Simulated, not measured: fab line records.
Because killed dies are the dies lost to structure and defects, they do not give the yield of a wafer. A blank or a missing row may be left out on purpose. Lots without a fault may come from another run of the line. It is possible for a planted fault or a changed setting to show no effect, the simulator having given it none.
Which of the tools did it? -- flow nand-harc -- 11 lots, 33 wafers sampled, at 5 steps of a route of 1302

## WHAT THE GAUGES READ, wafer by wafer
NHARC_END_SORT_01. Usual: defect-limited-yield 91.6 %, standard deviation 2.5; killed-at-array 52, standard deviation 18; killed-at-other 1.2, standard deviation 1.5; killed-at-periphery 4, standard deviation 3.2; killed-dies 57, standard deviation 17; killed-open 3.1, standard deviation 1.9; killed-short 2.5, standard deviation 1.7; sort_bin_2_pct 3.0 %, standard deviation 1.1; sort_bin_3_pct 0.6 %, standard deviation 0.36; sort_bin_4_pct 4.9 %, standard deviation 1.5; sort-n-pass 620, standard deviation 17; sort-rim-yield-pct 91 %, standard deviation 3.8; sort-yield-pct 91.6 %, standard deviation 2.5.
lot,measured,on,defect-limited-yield (%),killed-at-array,killed-at-other,killed-at-periphery,killed-dies,killed-open,killed-short,sort_bin_2_pct (%),sort_bin_3_pct (%),sort_bin_4_pct (%),sort-n-pass,sort-rim-yield-pct (%),sort-yield-pct (%),flag
L614,day 24 11:15,prober-01,91.1 89.1 89.4,59 72 68,0 1 0,1 1 4,60 74 72,4 1 4,3 1 3,2.7 5.2 3.1,0.3 0.9 1.2,5.9 4.9 6.4,617 603 605,86 90 89,91.1 89.1 89.4,
L621,day 28 07:37,prober-02,85.5 88.8 90.7,96 72 60,1 2 1,1 2 2,98 76 63,0 2 1,0 1 2,5.8 4.1 4.1,0.9 0.6 0.4,7.8 6.5 4.7,579 601 614,87 96 86,85.5 88.8 90.7,
L622,day 28 17:08,prober-02,94.7 91.3 95.0,32 55 32,1 1 0,3 3 2,36 59 34,2 2 3,0 4 1,1.5 3.1 1.9,0.6 0.1 0.1,3.2 5.5 3.0,641 618 643,90 92 92,94.7 91.3 95.0,
L624,day 29 15:56,prober-02,38.7 88.9 42.2,48 70 52,0 0 0,367 5 339,415 75 391,2 0 5,0 2 3,21.1 4.3 23.9,4.6 1.5 4.3,35.6 5.3 29.5,262 602 286,33 92 41,38.7 88.9 42.2,OFF
L627,day 30 12:46,prober-02,45.3 93.5 46.5,25 42 24,0 0 0,345 2 338,370 44 362,1 4 1,0 3 2,18.3 2.7 20.8,4.3 0 3.0,32.1 3.8 29.7,307 633 315,49 90 44,45.3 93.5 46.5,OFF
L633,day 34 03:31,prober-01,88.0 91.0 89.7,75 58 60,5 0 2,1 3 8,81 61 70,1 2 6,3 3 1,3.1 2.8 3.7,1.5 0.6 0.4,7.4 5.6 6.2,596 616 607,92 92 96,88.0 91.0 89.7,

## EACH LOT AND THE TOOL THAT RAN IT (in order: tool; ch and the chambers of the sampled wafers; start)
lot,NHARC_P_M0_ECD_22,NHARC_THIN_TSV_DESCUM_14,NHARC_THIN_TSV_DESCUM_35,NHARC_THIN_TSV_ETCH_59
L614,"ecd-cu-01 ch 0,1, day 6 17:53","rie-diel-04 ch 0,1,3, day 23 20:23","rie-diel-05 ch 0,2,3, day 24 02:17","rie-metal-02 ch 1, day 24 02:29"
L615,"ecd-cu-01 ch 0,1, day 7 12:15","rie-diel-05 ch 0,3, day 24 19:09","rie-diel-04 ch 0,2, day 25 01:01","rie-metal-03 ch 0,1, day 25 01:13"
L616,"ecd-cu-01 ch 0,1, day 7 16:13","rie-diel-01 ch 0,1,3, day 24 20:28","rie-diel-05 ch 1,2,3, day 25 02:25","rie-metal-02 ch 0,1, day 25 02:34"
L620,"ecd-cu-02 ch 0,1, day 9 15:37","rie-diel-05 ch 0,1,2, day 27 12:38","rie-diel-04 ch 0,3, day 27 18:35","rie-metal-03 ch 0,1, day 27 18:46"
L621,"ecd-cu-01 ch 0,1, day 9 20:59","rie-diel-05 ch 0,1,3, day 27 13:52","rie-diel-05 ch 0,1,2, day 27 19:50","rie-metal-02 ch 0,1, day 27 20:00"
L622,"ecd-cu-01 ch 0,1, day 10 04:46","rie-diel-04 ch 0,1,3, day 27 22:46","rie-diel-05 ch 1,2,3, day 28 04:40","rie-metal-01 ch 0,1, day 28 04:52"
L624,"ecd-cu-01 ch 0,1, day 11 04:32","rie-diel-05 ch 0,1,3, day 28 22:35","rie-diel-05 ch 0,2,3, day 29 04:32","rie-metal-02 ch 0,1, day 29 04:41"
L627,"ecd-cu-01 ch 0,1, day 12 13:19","rie-diel-05 ch 0,1, day 29 20:16","rie-diel-04 ch 2,3, day 30 02:04","rie-metal-02 ch 0,1, day 30 02:15"
L633,"ecd-cu-02 ch 0,1, day 15 16:29","rie-diel-04 ch 1,2, day 33 04:40","rie-diel-05 ch 0,1,3, day 33 10:37","rie-metal-01 ch 0,1, day 33 10:46"
L634,"ecd-cu-01 ch 0,1, day 16 01:33","rie-diel-05 ch 0,1,2, day 33 02:17","rie-diel-04 ch 1,2, day 33 08:22","rie-metal-03 ch 1, day 33 08:31"
L635,"ecd-cu-02 ch 0,1, day 16 02:45","rie-diel-04 ch 2,3, day 33 03:35","rie-diel-01 ch 0,1, day 33 09:47","rie-metal-02 ch 0,1, day 33 09:58"
- NHARC_P_M0_ECD_22: material Cu, target thk 400 nm.
- NHARC_THIN_TSV_DESCUM_14: chemistry O2, time 3 s.
- NHARC_THIN_TSV_DESCUM_35: chemistry O2, time 3 s.
- NHARC_THIN_TSV_ETCH_59: etches the open film in Cl2/BCl3, target depth 880 nm, time 138.1 s.

## AS READ BY THE TOOLS THEMSELVES (means over the sampled wafers that have a number; for cases with no such wafer, the mark the record gives instead)
NHARC_THIN_TSV_DESCUM_14. Usual: chamber-pressure-mTorr 60.02 mTorr, standard deviation 0.26; drypump-motor-current-A 5.7 A, standard deviation 0.43; oes-product-au 1.000 a.u., standard deviation 0.0092; rf-vpp-V 57.9 V, standard deviation 0.79; showerhead-plenum-p-Torr 1.94 Torr, standard deviation 0.065; throttle-valve-pct 11.310 %, standard deviation 0.0086.
lot,tool,chamber-pressure-mTorr (mTorr),drypump-motor-current-A (A),oes-product-au (a.u.),rf-vpp-V (V),showerhead-plenum-p-Torr (Torr),throttle-valve-pct (%),flag
L614,rie-diel-04,59.94,5.8,1.007,58.0,1.97,11.310,
L615,rie-diel-05,60.02,5.4,0.990,57.4,1.87,11.319,
L616,rie-diel-01,60.05,5.7,0.998,58.0,1.87,11.318,
L620,rie-diel-05,59.96,5.8,1.003,58.5,1.93,11.318,
L621,rie-diel-05,59.97,5.7,0.991,57.7,1.89,11.306,
L622,rie-diel-04,59.99,5.8,1.001,57.7,1.97,11.309,
L624,rie-diel-05,60.05,5.7,0.996,57.7,1.89,11.310,
L627,rie-diel-05,61.01,5.7,1.000,58.7,1.89,11.313,OFF
L633,rie-diel-04,60.05,5.9,1.004,58.2,2.01,11.316,
L634,rie-diel-05,60.01,5.8,0.995,57.8,1.93,11.309,
L635,rie-diel-04,59.95,5.6,1.012,57.9,1.97,11.315,

NHARC_THIN_TSV_DESCUM_35. Usual: chamber-pressure-mTorr 60.00 mTorr, standard deviation 0.051; drypump-motor-current-A 5.6 A, standard deviation 0.42; oes-product-au 1.000 a.u., standard deviation 0.012; rf-vpp-V 57.8 V, standard deviation 0.96; showerhead-plenum-p-Torr 1.94 Torr, standard deviation 0.067; throttle-valve-pct 11.310 %, standard deviation 0.0097.
lot,tool,chamber-pressure-mTorr (mTorr),drypump-motor-current-A (A),oes-product-au (a.u.),rf-vpp-V (V),showerhead-plenum-p-Torr (Torr),throttle-valve-pct (%),flag
L614,rie-diel-05,59.97,5.4,0.986,57.2,1.90,11.314,
L615,rie-diel-04,60.03,5.2,1.009,58.8,2.03,11.315,
L616,rie-diel-05,59.97,5.7,0.992,58.3,1.93,11.310,
L620,rie-diel-04,60.04,5.4,0.997,57.4,1.98,11.305,
L621,rie-diel-05,59.97,5.7,0.989,57.7,1.93,11.307,
L622,rie-diel-05,60.01,5.7,0.992,57.6,1.93,11.308,
L624,rie-diel-05,59.97,5.4,0.998,58.0,1.90,11.311,
L627,rie-diel-04,60.01,5.9,1.004,58.2,1.93,11.316,
L633,rie-diel-05,59.93,5.7,0.986,57.5,1.89,11.313,
L634,rie-diel-04,60.02,5.7,1.011,58.1,2.01,11.312,
L635,rie-diel-01,59.99,5.8,1.014,56.8,1.89,11.303,

NHARC_THIN_TSV_ETCH_59. Usual: bias-w 100.0 W, standard deviation 0.32; chamber-pressure-mTorr 10.000 mTorr, standard deviation 0.0078; drypump-motor-current-A 6.01 A, standard deviation 0.25; oes-product-au 0.997 a.u., standard deviation 0.0097; throttle-valve-pct 22.264 %, standard deviation 0.0087.
lot,tool,bias-w (W),chamber-pressure-mTorr (mTorr),drypump-motor-current-A (A),oes-product-au (a.u.),throttle-valve-pct (%),flag
L614,rie-metal-02,99.9,10.006,5.80,1.005,22.256,
L615,rie-metal-03,100.0,9.998,6.19,0.992,22.258,
L616,rie-metal-02,99.9,9.999,5.80,0.999,22.271,
L620,rie-metal-03,100.0,10.001,6.22,0.992,22.265,
L621,rie-metal-02,100.4,10.003,5.78,0.985,22.273,
L622,rie-metal-01,99.9,10.000,6.22,1.001,22.265,
L624,rie-metal-02,100.0,9.995,5.78,1.010,22.260,
L627,rie-metal-02,100.0,10.002,5.82,1.000,22.256,
L633,rie-metal-01,100.4,10.001,6.22,0.998,22.267,
L634,rie-metal-03,99.6,10.000,6.16,0.992,22.274,
L635,rie-metal-02,100.1,10.002,5.80,1.000,22.268,

## THE ANSWER, worked out from the rows above alone
Rule: a lot counts as off when the mean over its wafers that have a number is more than 3 standard deviations away from the usual mean. Also off: a lot with no number at a reading for which 4 or more lots have one. Where the step has rows for the other lots, those lots are counted as sound. Order of review: gauges by route order, followed by the tools' own readings, for which a lot's mean as printed above is used. At the first step where some lot is off, the reading lying furthest off is the one used; lots without a number count as furthest.
Off at NHARC_END_SORT_01 (killed-at-periphery): L624, L627. Neither off nor sound, because the step has no rows for them: L615, L616, L620, L634, L635.
If a tool, at a process step before that reading, ran all the lots that are off and no sound lot after the first of them, it fits. The gauges at NHARC_END_SORT_01 are tried like those tools. Can't be told from this: 4 tools fit, ecd-cu-01 at NHARC_P_M0_ECD_22, rie-diel-05 at NHARC_THIN_TSV_DESCUM_14, rie-metal-02 at NHARC_THIN_TSV_ETCH_59, prober-02 at NHARC_END_SORT_01.

## WHAT THE SIMULATOR HAD INSERTED
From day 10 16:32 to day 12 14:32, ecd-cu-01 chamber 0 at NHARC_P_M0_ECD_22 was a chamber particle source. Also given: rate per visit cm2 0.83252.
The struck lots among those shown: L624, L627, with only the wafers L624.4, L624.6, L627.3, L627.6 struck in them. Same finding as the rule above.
